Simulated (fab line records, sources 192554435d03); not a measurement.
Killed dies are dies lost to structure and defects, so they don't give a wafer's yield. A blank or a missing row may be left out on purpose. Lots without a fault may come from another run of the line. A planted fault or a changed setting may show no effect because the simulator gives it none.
Chamber matching | flow n5_finfet | N5_GATE_CUT_ETCH_28 on rie_diel-01: 4 sister chambers
The step etches underlayer in N2/H2, target depth 13 nm, time 10.4 s. 4 wafers are shown with their chamber, then 10 later ones without.

WAFERS WITH THEIR CHAMBER
wafer  | chamber | etch_rf_on_time_s (s)
L085.6 | 0       | 10.52
L090.2 | 1       | 10.44
L091.1 | 3       | 10.13
L091.3 | 2       | 10.01

WAFERS WITHOUT THEIR CHAMBER
wafer  | etch_rf_on_time_s (s)
L091.4 | 10.48
L093.3 | 10.38
L093.5 | 9.95
L093.6 | 10.15
L097.1 | 10.10
L097.2 | 10.41
L097.6 | 10.49
L094.1 | 10.52
L094.2 | 10.11
L094.6 | 10.55

WHICH CHAMBER EACH WENT THROUGH
wafer  | from the rows above     | in truth
L091.4 | can't be placed: 0 or 1 | 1
L093.3 | 1                       | 1
L093.5 | 2                       | 2
L093.6 | 3                       | 3
L097.1 | can't be placed: 3 or 2 | 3
L097.2 | 1                       | 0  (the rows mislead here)
L097.6 | can't be placed: 0 or 1 | 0
L094.1 | 0                       | 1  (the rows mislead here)
L094.2 | 3                       | 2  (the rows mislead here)
L094.6 | 0                       | 0
Placed correctly: 4 of 10. Can't be placed from these rows: 3 (the true chamber is among the candidates in 3). Placed wrongly: 3.
How it was worked out, from the rows above alone: a wafer's distance from a chamber is the root of the sum, over the readings, of the square of ((its reading less the chamber's mean) divided by the reading's scatter). The wafer belongs to the nearest chamber; if the next one is less than 2 further off, it can't be placed. A chamber's mean is the mean of its shown wafers. The scatter: with one shown wafer a chamber, the root of the mean of the squares of how far each hidden wafer lies from its nearest shown one.
